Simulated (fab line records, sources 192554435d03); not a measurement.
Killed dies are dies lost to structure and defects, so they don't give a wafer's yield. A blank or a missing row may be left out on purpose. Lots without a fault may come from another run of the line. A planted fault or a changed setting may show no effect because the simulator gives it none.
Chamber matching | flow n5_finfet | N5_BEOL_M5_ETCH_67 on rie_diel-05: 4 sister chambers
The step etches SiARC in CF4, target depth 15.6 nm, time 26 s. 18 wafers are shown with their chamber, then 9 later ones without.

WAFERS WITH THEIR CHAMBER
wafer  | chamber | throttle_valve_pct (%) | oes_product_au (a.u.) | etch_rf_on_time_s (s)
L076.1 | 3       | 16.12                  | 0.60                  | 27.0
L076.3 | 1       | 15.91                  | 0.61                  | 25.5
L076.5 | 3       | 16.12                  | 0.60                  | 26.9
L078.1 | 1       | 15.93                  | 0.61                  | 25.1
L078.4 | 0       | 15.82                  | 0.59                  | 25.8
L078.5 | 1       | 15.92                  | 0.60                  | 25.1
L077.1 | 3       | 16.12                  | 0.60                  | 26.9
L077.5 | 1       | 15.93                  | 0.59                  | 25.5
L077.6 | 3       | 16.15                  | 0.60                  | 27.0
L080.1 | 3       | 16.14                  | 0.60                  | 26.7
L080.2 | 0       | 15.83                  | 0.59                  | 26.1
L080.5 | 0       | 15.83                  | 0.58                  | 26.5
L089.1 | 2       | 15.21                  | 0.77                  | 25.6
L089.4 | 0       | 15.85                  | 0.57                  | 26.1
L089.6 | 0       | 15.85                  | 0.57                  | 26.3
L093.1 | 0       | 15.88                  | 0.57                  | 26.4
L093.4 | 1       | 15.98                  | 0.58                  | 25.9
L093.6 | 0       | 15.87                  | 0.56                  | 26.5

SIGNATURES (means of the wafers above)
reading            | chamber 0 | chamber 1 | chamber 2 | chamber 3 | scatter within a chamber
throttle_valve_pct | 15.8471   | 15.9340   | 15.2100   | 16.1300   | 0.0218
oes_product_au     | 0.5757    | 0.5980    | 0.7700    | 0.6000    | 0.0102
etch_rf_on_time_s  | 26.243    | 25.420    | 25.600    | 26.900    | 0.254
Rule: a wafer's distance from a chamber is the root of the sum, over the readings, of the square of ((its reading less the chamber's mean) divided by the reading's scatter). The wafer belongs to the nearest chamber; if the next one is less than 2 further off, it can't be placed. The scatter: the root of (the sum of the squares of (reading less its chamber's mean) over the shown wafers, divided by (wafers less chambers)).

WAFERS WITHOUT THEIR CHAMBER
wafer  | throttle_valve_pct (%) | oes_product_au (a.u.) | etch_rf_on_time_s (s)
L096.1 | 15.22                  | 0.75                  | 25.9
L096.3 | 15.99                  | 0.58                  | 26.1
L096.5 | 15.24                  | 0.75                  | 25.7
L094.1 | 15.99                  | 0.57                  | 25.9
L094.5 | 15.98                  | 0.58                  | 25.8
L094.6 | 15.24                  | 0.76                  | 25.3
L097.2 | 16.19                  | 0.58                  | 27.3
L097.4 | 15.25                  | 0.72                  | 26.1
L097.6 | 15.99                  | 0.57                  | 25.9

WHICH CHAMBER EACH WENT THROUGH
wafer  | from the rows above | in truth
L096.1 | 2                   | 2
L096.3 | 1                   | 1
L096.5 | 2                   | 2
L094.1 | 1                   | 1
L094.5 | 1                   | 1
L094.6 | 2                   | 2
L097.2 | 3                   | 3
L097.4 | 2                   | 2
L097.6 | 1                   | 1
Placed correctly: 9 of 9. Can't be placed from these rows: 0. Placed wrongly: 0.
